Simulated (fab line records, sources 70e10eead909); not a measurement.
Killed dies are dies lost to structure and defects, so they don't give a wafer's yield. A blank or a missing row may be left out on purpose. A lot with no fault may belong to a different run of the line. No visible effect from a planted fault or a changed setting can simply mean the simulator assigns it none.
Which tool is to blame?    flow nand-harc    12 lots with 36 wafers sampled at 5 steps, on a route of 1159 steps

WHAT THE GAUGES SHOWED, per wafer
NHARC_END_SORT_01.
lot   measured      on         killed-at-array  killed-at-other  killed-at-periphery  killed-dies  killed-open  killed-short
L226  day 21 06:29  prober-02  672 673 675      1 1 0            4 1 1                677 675 676  3 2 4        4 5 1
L228  day 21 21:18  prober-02  668 676 675      0 0 0            5 1 2                673 677 677  5 4 6        2 3 5
L233  day 22 18:08  prober-02  26 29 26         0 0 0            4 3 3                30 32 29     3 3 1        2 2 2
L235  day 23 15:56  prober-01  20 16 21         0 2 1            1 2 3                21 20 25     2 5 3        0 1 4
L238  day 24 19:37  prober-01  17 20 19         4 2 0            2 3 3                23 25 22     8 4 6        2 1 1
L239  day 25 03:20  prober-02  22 16 25         1 1 2            7 12 3               30 29 30     6 3 3        1 1 2
L240  day 24 18:47  prober-02  46 46 32         1 0 0            7 6 7                54 52 39     7 1 2        2 5 0
L241  day 25 11:56  prober-02  34 27 30         1 1 2            1 1 4                36 29 36     5 3 2        0 2 1

WHICH TOOL RAN EACH LOT (tool, then ch and the chambers of the sampled wafers, then the start)
lot   NHARC_A_STAIRCASE_TRIM_191                     NHARC_A_STAIRCASE_TRIM_196          NHARC_A_STAIRCASE_ETCH_201                     NHARC_A_STAIRCASE_ETCH_203
L219  rie-diel-11 ch 0,1, day 10 21:57 or earlier    rie-diel-10 ch 1,3, day 10 21:57    rie-diel-10 ch 1,2,3, day 10 23:11 or earlier  rie-diel-10 ch 1,3, day 10 23:11
L218  rie-diel-13 ch 1,2,3, day 10 23:36 or earlier  rie-diel-11 ch 0,3, day 10 23:36    rie-diel-11 ch 0,1, day 11 00:51 or earlier    rie-diel-11 ch 0,1, day 11 00:51
L220  rie-diel-13 ch 1,2, day 11 18:56 or earlier    rie-diel-11 ch 0,2,3, day 11 18:56  rie-diel-11 ch 0,2, day 11 19:56 or earlier    rie-diel-11 ch 1,2,3, day 11 19:56
L222  rie-diel-10 ch 1,3, day 11 23:40 or earlier    rie-diel-10 ch 2,3, day 11 23:40    rie-diel-10 ch 0,2,3, day 12 00:38 or earlier  rie-diel-10 ch 0,2, day 12 00:38
L226  rie-diel-11 ch 0,1,3, day 12 22:45 or earlier  rie-diel-10 ch 0,2,3, day 12 22:45  rie-diel-10 ch 0,1,3, day 12 23:41 or earlier  rie-diel-10 ch 1,2, day 12 23:41
L228  rie-diel-13 ch 0,1,2, day 13 10:16 or earlier  rie-diel-10 ch 0,2,3, day 13 10:16  rie-diel-10 ch 0,1,3, day 13 12:43 or earlier  rie-diel-10 ch 1,2,3, day 13 12:43
L233  rie-diel-13 ch 0,2,3, day 14 19:24 or earlier  rie-diel-13 ch 0,2, day 14 19:24    rie-diel-13 ch 0,2,3, day 14 20:26 or earlier  rie-diel-13 ch 2,3, day 14 20:26
L235  rie-diel-13 ch 0,2,3, day 15 09:37 or earlier  rie-diel-13 ch 0,1, day 15 09:37    rie-diel-13 ch 1,2, day 15 12:04 or earlier    rie-diel-13 ch 0,1,2, day 15 12:04
L238  rie-diel-10 ch 0,1,2, day 16 13:43 or earlier  rie-diel-10 ch 1,2, day 16 13:43    rie-diel-10 ch 0,1,2, day 16 15:20 or earlier  rie-diel-10 ch 0,1, day 16 15:20
L239  rie-diel-13 ch 0,1,3, day 16 21:38 or earlier  rie-diel-11 ch 1,2,3, day 16 21:38  rie-diel-11 ch 1,2,3, day 16 22:35 or earlier  rie-diel-11 ch 0,2,3, day 16 22:35
L240  rie-diel-13 ch 0,2,3, day 16 21:41 or earlier  rie-diel-13 ch 0,1,2, day 16 21:41  rie-diel-13 ch 0,1,3, day 16 23:08 or earlier  rie-diel-13 ch 1,2,3, day 16 23:08
L241  rie-diel-10 ch 2,3, day 17 09:40 or earlier    rie-diel-10 ch 0,1,3, day 17 09:40  rie-diel-10 ch 1,2,3, day 17 10:35 or earlier  rie-diel-10 ch 1,2,3, day 17 10:35
- NHARC_A_STAIRCASE_TRIM_191: chemistry O2, time 211.2 s.
- NHARC_A_STAIRCASE_TRIM_196: chemistry O2, time 211.2 s.
- NHARC_A_STAIRCASE_ETCH_201: etches the open film in C4F8/O2, target depth 100 nm, time 40.5 s.
- NHARC_A_STAIRCASE_ETCH_203: etches the open film in C4F8/O2, target depth 100 nm, time 40.5 s.

WHAT THE TOOLS THEMSELVES READ (means of the sampled wafers that have a number; where no wafer has one, the mark that the record gives instead)
NHARC_A_STAIRCASE_TRIM_191.
lot   tool         drypump-motor-current-A (A)  oes-product-au (a.u.)  rf-vpp-V (V)  showerhead-plenum-p-Torr (Torr)  throttle-valve-pct (%)
L219  rie-diel-11  5.5                          0.986                  58.3          3.42                             17.040
L218  rie-diel-13  5.3                          1.003                  58.1          3.49                             17.038
L220  rie-diel-13  5.5                          1.007                  57.7          3.52                             17.034
L222  rie-diel-10  6.2                          1.006                  57.4          3.39                             17.044
L226  rie-diel-11  5.7                          0.993                  57.1          3.46                             17.039
L228  rie-diel-13  5.5                          1.004                  58.2          3.64                             17.039
L233  rie-diel-13  5.3                          1.017                  57.4          3.60                             17.037
L235  rie-diel-13  5.2                          1.006                  58.7          3.60                             17.048
L238  rie-diel-10  6.1                          1.015                  57.5          3.64                             17.045
L239  rie-diel-13  5.2                          1.015                  58.0          3.51                             17.038
L240  rie-diel-13  5.2                          1.004                  57.4          3.59                             17.033
L241  rie-diel-10  5.9                          1.028                  57.1          3.53                             17.039

NHARC_A_STAIRCASE_TRIM_196.
lot   tool         drypump-motor-current-A (A)  oes-product-au (a.u.)  rf-vpp-V (V)  showerhead-plenum-p-Torr (Torr)  throttle-valve-pct (%)
L219  rie-diel-10  6.2                          0.999                  57.1          3.40                             17.037
L218  rie-diel-11  6.0                          1.007                  58.0          3.52                             17.033
L220  rie-diel-11  6.2                          0.989                  56.8          3.55                             17.045
L222  rie-diel-10  5.7                          1.010                  58.0          3.49                             17.042
L226  rie-diel-10  6.0                          1.001                  58.1          3.59                             17.035
L228  rie-diel-10  6.0                          1.005                  57.3          3.58                             17.033
L233  rie-diel-13  5.4                          1.007                  58.2          3.72                             17.043
L235  rie-diel-13  5.5                          1.001                  58.5          3.55                             17.033
L238  rie-diel-10  5.8                          0.994                  57.9          3.54                             17.035
L239  rie-diel-11  5.9                          1.006                  57.2          3.44                             17.042
L240  rie-diel-13  5.4                          1.001                  57.3          3.62                             17.028
L241  rie-diel-10  6.2                          1.006                  58.5          3.70                             17.039

NHARC_A_STAIRCASE_ETCH_201.
lot   tool         oes-product-au (a.u.)  rf-vpp-V (V)  run-length-s (s)
L219  rie-diel-10  0.937                  893           61.7
L218  rie-diel-11  0.941                  894           62.4
L220  rie-diel-11  0.931                  898           61.7
L222  rie-diel-10  0.952                  899           61.5
L226  rie-diel-10  0.936                  896           61.7
L228  rie-diel-10  0.938                  895           61.7
L233  rie-diel-13  0.936                  899           62.3
L235  rie-diel-13  0.920                  894           61.9
L238  rie-diel-10  0.926                  900           61.6
L239  rie-diel-11  0.936                  893           61.9
L240  rie-diel-13  0.942                  895           62.1
L241  rie-diel-10  0.948                  899           62.0

NHARC_A_STAIRCASE_ETCH_203.
lot   tool         oes-product-au (a.u.)  rf-vpp-V (V)  run-length-s (s)
L219  rie-diel-10  0.933                  895           61.7
L218  rie-diel-11  0.924                  894           62.3
L220  rie-diel-11  0.949                  894           61.8
L222  rie-diel-10  0.947                  895           61.4
L226  rie-diel-10  0.932                  888           74.3
L228  rie-diel-10  0.942                  892           74.2
L233  rie-diel-13  0.953                  897           62.2
L235  rie-diel-13  0.941                  900           62.0
L238  rie-diel-10  0.935                  905           61.7
L239  rie-diel-11  0.937                  896           61.7
L240  rie-diel-13  0.925                  894           62.1
L241  rie-diel-10  0.936                  899           61.6

THE ANSWER, worked out from the rows above alone
Rule: the lots themselves supply what counts as usual. The widest of any qualifying gaps counts: lots, ordered by their means at a reading, are off when they make up no more than a third of the lots, leave a main group of 4 or more, and stand apart from it by 3 or more times the standard deviation of that group's means. The tables above print the reading to a certain number of digits; a main group whose means all agree to those digits is not used. A lot without any number at a reading at which 4 lots or more have one is off too. The other lots that the step has rows for count as sound. Order of review: gauges by route order, followed by the tools' own readings, for which a lot's mean as printed above is used. The first step at which some lot is off is used, and at that step the reading that is off furthest; a lot without a number counts as furthest.
Off: L226, L228, at NHARC_END_SORT_01 (killed-at-array). Mean 26 and standard deviation 8 in the main group. Neither off nor sound, because the step has no rows for them: L219, L218, L220, L222.
If a tool, at a process step before that reading, ran all the lots that are off and no sound lot after the first of them, it fits. Not tried: the gauges at NHARC_END_SORT_01; whatever is off there is also off at NHARC_A_STAIRCASE_ETCH_203, on other tools, and gauge error can't account for it. NHARC_A_STAIRCASE_TRIM_191 gives no start for some lots, so the hours and the order of its lots are those of NHARC_A_STAIRCASE_TRIM_196. NHARC_A_STAIRCASE_ETCH_201 gives no start for some lots, so the hours and the order of its lots are those of NHARC_A_STAIRCASE_ETCH_203. Not one of the candidates tried fits.

WHAT THE SIMULATOR HAD INSERTED
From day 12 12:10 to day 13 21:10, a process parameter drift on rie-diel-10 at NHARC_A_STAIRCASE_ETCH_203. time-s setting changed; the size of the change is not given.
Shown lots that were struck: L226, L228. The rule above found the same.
